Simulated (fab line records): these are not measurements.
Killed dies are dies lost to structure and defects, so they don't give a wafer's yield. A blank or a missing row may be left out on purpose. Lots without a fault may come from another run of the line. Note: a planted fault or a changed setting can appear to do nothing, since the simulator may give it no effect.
fab line records	flow n5_finfet
record: lots: 10	wafers: 30	last_day: 22
route steps=1938 shown BEOL_M5@1112
lots untouched by any fault: they come from a run of this same line in which no faults occurred
start_h: start of the lot's first displayed wafer, in hours after the record's first day	wait_h: hours elapsed since this lot's preceding step	" repeats the value in the row above	L1.1+2: a single row standing in for several wafers	- value missing, or start not given	* or withheld: withheld	< > ~ a bound
route shown NAME@n: names a module that has steps shown in the file, with the first one's number in the route	usual: mean and standard deviation over wafers with no fault	same: alike in all rows	chamber/n: place in a boat	sites: readings site by site	_std_site: the standard deviation of these	_edge_site: the outer-site mean with the inner-site mean subtracted	radius_mm: how far each site lies from the wafer's centre	mask NAME#n: copy n	behind: the tool/chamber that last shaped the wafer	hold: what put the lot on hold/how long, in hours/how the hold closed	device: the n, p or np transistor that did not switch	end of line: the route-end tests of the same wafers	a step without rows: its recipe alone	killed: not the wafer's yield, but the dies lost to structure and defects at the first sort	map: shows each die of a wafer: x if killed, . if not, _ if none is there
set.NAME: the setting that was run; set.NAME@STEP: the one run at that earlier step	model.NAME: the simulator's own value behind a step, which no gauge read
a sample of lots followed through the steps of the route, with each step as a table and each wafer as a row
services: the hour from which a tool's chamber was out of use, counted from the record's first day as start_h (under 0 if before that day), plus the number of hours and why
== steps ==
step: N5_BEOL_M5_ILD_DEP_00
recipe: material: SiCOH_lowk	target_thk_a: 1406.4	temp_c: 300	precursor: DEMS/porogen	pressure_torr: 5	rf_w: 500	time_s: 25.9
usual: heater_power_w: 297/38	showerhead_plenum_p_Torr: 5.736/0.014	susceptor_temp_C: 300.00/0.19	throttle_valve_pct: 13.9/0.56
lot.wafer	tool	chamber	start_h	wait_h	heater_power_w	showerhead_plenum_p_Torr	susceptor_temp_C	throttle_valve_pct
L851.1	pecvd-03	1	197.08	0.8	265	5.718	300.07	14.3
L851.3	"	2	"	"	279	5.742	300.03	14.0
L851.5	"	1	"	"	266	5.703	299.91	14.1
L852.2	pecvd-03	0	211.00	0.7	327	5.729	300.00	14.5
L852.4	"	1	"	"	278	5.708	299.64	14.1
L852.5	"	0	"	"	329	5.747	300.09	14.3
L854.1	pecvd-03	0	220.80	0.8	283	5.743	300.26	14.0
L854.4	"	0	"	"	292	5.744	300.20	14.2
L854.6	"	0	"	"	301	5.737	300.22	14.4
L853.4	pecvd-01	2	229.37	0.4	318	5.749	299.84	12.7
L853.5	"	0	"	"	258	5.734	299.91	15.0
L853.6	"	1	"	"	291	5.749	300.07	14.1
L856.1	pecvd-02	1	251.19	0.8	258	5.748	300.43	13.4
L856.3	"	2	"	"	240	5.734	300.03	13.7
L856.4	"	0	"	"	360	5.755	300.20	14.3
L858.1	pecvd-02	1	290.53	0.8	210	5.739	299.71	13.5
L858.2	"	2	"	"	297	5.718	299.64	14.0
L858.4	"	1	"	"	229	5.725	300.05	13.4
L874.3	pecvd-02	2	365.34	0.5	255	5.732	300.05	14.0
L874.4	"	2	"	"	253	5.728	299.92	13.5
L874.5	"	1	"	"	268	5.744	300.33	13.4
L870.1	pecvd-03	2	392.31	0.8	305	5.731	300.01	13.1
L870.4	"	1	"	"	318	5.701	299.99	14.2
L870.5	"	0	"	"	279	5.735	300.15	14.3
L859.1	pecvd-02	2	400.61	0.8	247	5.725	299.82	14.0
L859.3	"	1	"	"	210	5.741	300.08	13.5
L859.6	"	0	"	"	352	5.746	299.92	14.3
L873.3	pecvd-02	2	401.77	0.5	280	5.720	300.46	13.6
L873.4	"	0	"	"	299	5.760	300.17	14.1
L873.6	"	1	"	"	271	5.736	299.95	13.5
step: N5_BEOL_M5_INSPECT_13
recipe: mode: adi	inspect_instrument: brightfield
usual: raw_defect_count: 387/85
lot.wafer	tool	chamber	start_h	wait_h	raw_defect_count
L851.1	defect_inspect-01	-	199.22	0.1	256
L851.3	"	-	"	"	302
L851.5	"	-	"	"	384
L852.2	defect_inspect-02	-	213.34	0.0	443
L852.4	"	-	"	"	547
L852.5	"	-	"	"	427
L854.1	defect_inspect-02	-	222.69	0.1	377
L854.4	"	-	"	"	241
L854.6	"	-	"	"	406
L853.4	defect_inspect-02	-	231.29	0.0	314
L853.5	"	-	"	"	381
L853.6	"	-	"	"	345
L856.1	defect_inspect-02	-	252.81	0.1	366
L856.3	"	-	"	"	382
L856.4	"	-	"	"	355
L858.1	defect_inspect-01	-	292.30	0.1	434
L858.2	"	-	"	"	444
L858.4	"	-	"	"	371
L874.3	defect_inspect-02	-	368.16	0.0	270
L874.4	"	-	"	"	208
L874.5	"	-	"	"	393
L870.1	defect_inspect-01	-	395.74	0.1	404
L870.4	"	-	"	"	432
L870.5	"	-	"	"	484
L859.1	defect_inspect-02	-	405.50	0.1	467
L859.3	"	-	"	"	304
L859.6	"	-	"	"	253
L873.3	defect_inspect-01	-	405.74	0.0	402
L873.4	"	-	"	"	298
L873.6	"	-	"	"	283
step: N5_BEOL_M5_ETCH_62
recipe: chemistry: N2/H2	target: SOC	target_depth_a: 750	overetch_a: 150	mask_material: SiARC	temp_c: 40	time_s: 112.5	ion_energy_ev: 200	pressure_mtorr: 30	source_w: 840	bias_w: 150	n2_flow_sccm: 200	h2_flow_sccm: 200
usual: drypump_motor_current_A: 5.9/0.38	oes_product_au: 0.65/0.054	rf_vpp_V: 523.8/2.4	showerhead_plenum_p_Torr: 2.54/0.081	throttle_valve_pct: 17.75/0.2
lot.wafer	tool	chamber	start_h	wait_h	drypump_motor_current_A	oes_product_au	rf_hours_counter_h	rf_vpp_V	showerhead_plenum_p_Torr	throttle_valve_pct
L851.1	rie_diel-03	0	199.56	0.0	6.0	0.68	45	522.4	2.48	17.87
L851.3	"	2	"	"	5.9	0.65	59	526.3	2.59	17.81
L851.5	"	2	"	"	5.9	0.66	-	523.8	2.59	17.83
L852.2	rie_diel-03	0	213.50	0.0	6.0	0.68	48	520.7	2.48	17.89
L852.4	"	1	"	"	5.2	0.55	231	525.4	2.61	17.72
L852.5	"	3	"	"	6.2	0.64	-	521.0	2.45	17.56
L854.1	rie_diel-03	0	222.80	0.0	6.0	0.68	52	522.6	2.48	17.91
L854.4	"	2	"	"	5.9	0.65	66	525.5	2.58	17.83
L854.6	"	0	"	"	6.0	0.69	-	521.6	2.48	17.88
L853.4	rie_diel-03	3	231.40	0.0	6.2	0.63	111	521.6	2.45	17.57
L853.5	"	3	"	"	6.1	0.63	-	520.9	2.45	17.56
L853.6	"	0	"	"	6.0	0.67	-	522.2	2.48	17.89
L856.1	rie_diel-06	3	253.23	0.0	5.8	0.54	251	519.8	2.40	17.75
L856.3	"	0	"	"	6.5	0.60	165	526.7	2.64	17.87
L856.4	"	1	"	"	6.3	0.71	33	522.4	2.49	17.83
L858.1	rie_diel-01	2	292.51	0.0	5.7	0.62	101	524.5	2.56	18.08
L858.2	"	3	"	"	6.0	0.67	61	524.4	2.59	17.69
L858.4	"	3	"	"	6.1	0.67	-	522.9	2.59	17.70
L874.3	rie_diel-06	0	368.28	0.0	6.5	0.59	192	525.4	2.63	17.90
L874.4	"	2	"	"	5.5	0.60	154	523.1	2.55	17.75
L874.5	"	3	"	"	5.8	0.73	-	529.5	2.71	17.33
L870.1	rie_diel-01	2	395.89	0.0	5.7	0.61	123	524.2	2.56	18.11
L870.4	"	1	"	"	5.6	0.70	33	528.4	2.70	17.85
L870.5	"	1	"	"	5.6	0.70	-	528.5	2.70	17.85
L859.1	rie_diel-03	2	405.62	0.0	5.9	0.62	113	526.3	2.56	17.92
L859.3	"	3	"	"	6.2	0.60	159	520.5	2.43	17.68
L859.6	"	3	"	"	6.2	0.60	-	520.9	2.43	17.65
L873.3	rie_diel-06	2	405.87	0.0	5.5	0.60	161	523.1	2.54	17.77
L873.4	"	0	"	"	6.5	0.58	198	527.8	2.63	17.93
L873.6	"	3	"	"	5.8	0.71	-	528.0	2.71	17.35
step: N5_BEOL_M5_HM_OPEN_17
recipe: chemistry: Cl2/BCl3	target_depth_a: 200	overetch_a: 60	target: TiN	mask_material: SOC	ion_energy_ev: 150	pressure_mtorr: 10	icp_w: 1000	bias_w: 126	Cl2_flow_sccm: 53.25	bcl3_flow_sccm: 21.75	Ar_flow_sccm: 25
usual: bcl3_flow_sccm: 21.73/0.062	drypump_motor_current_A: 5.6/0.3	oes_product_au: 0.64/0.089	throttle_valve_pct: 22.16/0.12
lot.wafer	tool	chamber	start_h	wait_h	bcl3_flow_sccm	drypump_motor_current_A	oes_product_au	rf_hours_counter_h	throttle_valve_pct
L851.1	rie_metal-02	0	199.73	0.0	21.81	6.2	0.67	41	22.16
L851.3	"	1	"	"	21.67	5.6	0.53	-	22.32
L851.5	"	0	"	"	21.83	6.3	0.66	-	22.16
L852.2	rie_metal-01	1	213.67	0.0	21.71	5.9	0.56	93	22.35
L852.4	"	1	"	"	21.71	5.9	0.56	-	22.35
L852.5	"	1	"	"	21.81	5.9	0.55	-	22.35
L854.1	rie_metal-01	0	222.97	0.0	21.69	5.6	0.55	99	22.07
L854.4	"	0	"	"	21.70	5.6	0.56	-	22.07
L854.6	"	0	"	"	21.65	5.5	0.56	-	22.07
L853.4	rie_metal-02	1	231.60	0.1	21.74	5.7	0.84	-	22.05
L853.5	"	1	"	"	21.75	5.7	0.84	-	22.03
L853.6	"	0	"	"	21.86	6.3	0.66	-	22.17
L856.1	rie_metal-03	1	253.40	0.0	21.70	5.5	0.68	43	22.20
L856.3	"	0	"	"	21.74	5.3	0.57	-	22.08
L856.4	"	1	"	"	21.80	5.4	0.67	-	22.19
L858.1	rie_metal-01	1	292.68	0.0	21.69	5.9	0.54	100	22.35
L858.2	"	0	"	"	21.80	5.5	0.56	105	22.06
L858.4	"	0	"	"	21.70	5.6	0.55	-	22.08
L874.3	rie_metal-03	1	368.48	0.1	21.75	5.4	0.64	-	22.23
L874.4	"	0	"	"	21.69	5.3	0.55	-	22.12
L874.5	"	0	"	"	21.77	5.3	0.54	-	22.15
L870.1	rie_metal-03	0	396.06	0.0	21.71	5.3	0.56	98	22.12
L870.4	"	0	"	"	21.64	5.4	0.56	-	22.13
L870.5	"	1	"	"	21.71	5.4	0.65	-	22.22
L859.1	rie_metal-03	1	405.78	0.0	21.72	5.5	0.65	53	22.23
L859.3	"	1	"	"	21.78	5.5	0.65	-	22.22
L859.6	"	1	"	"	21.75	5.5	0.66	-	22.23
L873.3	rie_metal-03	1	406.10	0.1	21.69	5.4	0.65	-	22.23
L873.4	"	1	"	"	21.74	5.4	0.65	-	22.21
L873.6	"	1	"	"	21.69	5.4	0.65	-	22.24
step: N5_BEOL_M5_CD_MEAS_18
recipe: pitch_nm: 56	target_cd_nm: 28
usual: cd_nm: 28.06/0.27
lot.wafer	tool	chamber	start_h	wait_h	cd_nm
L851.1	cd_sem-03	-	199.91	0.0	27.94
L851.3	"	-	"	"	27.90
L851.5	"	-	"	"	27.95
L852.2	cd_sem-02	-	214.03	0.1	27.95
L852.4	"	-	"	"	27.93
L852.5	"	-	"	"	27.55
L854.1	cd_sem-01	-	223.15	0.0	28.64
L854.4	"	-	"	"	28.62
L854.6	"	-	"	"	28.06
L853.4	cd_sem-02	-	231.75	0.1	28.15
L853.5	"	-	"	"	27.98
L853.6	"	-	"	"	28.04
L856.1	cd_sem-02	-	253.58	0.1	27.64
L856.3	"	-	"	"	27.92
L856.4	"	-	"	"	27.76
L858.1	cd_sem-01	-	292.86	0.0	28.21
L858.2	"	-	"	"	28.28
L858.4	"	-	"	"	28.02
L874.3	cd_sem-03	-	368.64	0.1	27.81
L874.4	"	-	"	"	27.95
L874.5	"	-	"	"	27.99
L870.1	cd_sem-03	-	396.26	0.1	28.13
L870.4	"	-	"	"	27.98
L870.5	"	-	"	"	27.98
L859.1	cd_sem-01	-	406.08	0.0	28.08
L859.3	"	-	"	"	28.32
L859.6	"	-	"	"	29.35
L873.3	cd_sem-02	-	406.31	0.1	27.62
L873.4	"	-	"	"	27.66
L873.6	"	-	"	"	28.04
== services ==
tool	chamber	start_h	hours	kind
pecvd-01	-	178.09	0.9	repair
rie_metal-02	-	181.79	0.6	repair
rie_diel-01	0	189.86	5.1	repair
rie_diel-01	2	208.89	1.8	repair
pecvd-02	2	218.23	2.1	scheduled_down
rie_metal-02	0	219.53	1.3	repair
rie_diel-01	-	225.35	2.8	pm
rie_metal-01	-	228.73	0.3	repair
rie_diel-01	2	254.21	11.8	repair
rie_metal-02	-	259.57	1.4	pm
rie_diel-06	3	270.58	2.7	repair
pecvd-02	0	274.67	30.8	repair
rie_diel-03	1	291.71	-	clean
rie_diel-03	1	291.71	-	consumable_replace:focus_ring
rie_diel-03	1	291.71	26.1	scheduled_down
rie_metal-02	1	291.93	7.4	repair
rie_metal-01	-	300.39	1.4	pm
rie_diel-01	0	323.77	1.3	repair
pecvd-01	0	331.19	20.5	repair
pecvd-02	2	337.97	16.0	repair
pecvd-02	2	355.96	3.8	repair
pecvd-01	-	367.97	1.2	repair
pecvd-01	-	402.06	1.0	repair
rie_metal-01	-	405.32	0.6	repair
== key ==
first_sign: step: N5_BEOL_M5_CD_MEAS_18	reading: cd_nm	direction: up	sigmas: 4.8	usual: 28.06	struck: 29.35
effect none on later readings
met_at N5_BEOL_M5_ETCH_62
struck_lots L859
struck_wafers L859.6
not_acting_at N5_BEOL_M5_ILD_DEP_00,N5_BEOL_M5_INSPECT_13,N5_BEOL_M5_HM_OPEN_17
onset_between 231.40 405.62
fault: kind: process_parameter_drift	tool: rie_diel-03	chamber: -	onset_h: 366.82	steps: N5_BEOL_M5_ETCH_62	channel: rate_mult	offset: 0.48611	shape: step	end_h: 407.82	scope: struck_wafers_only
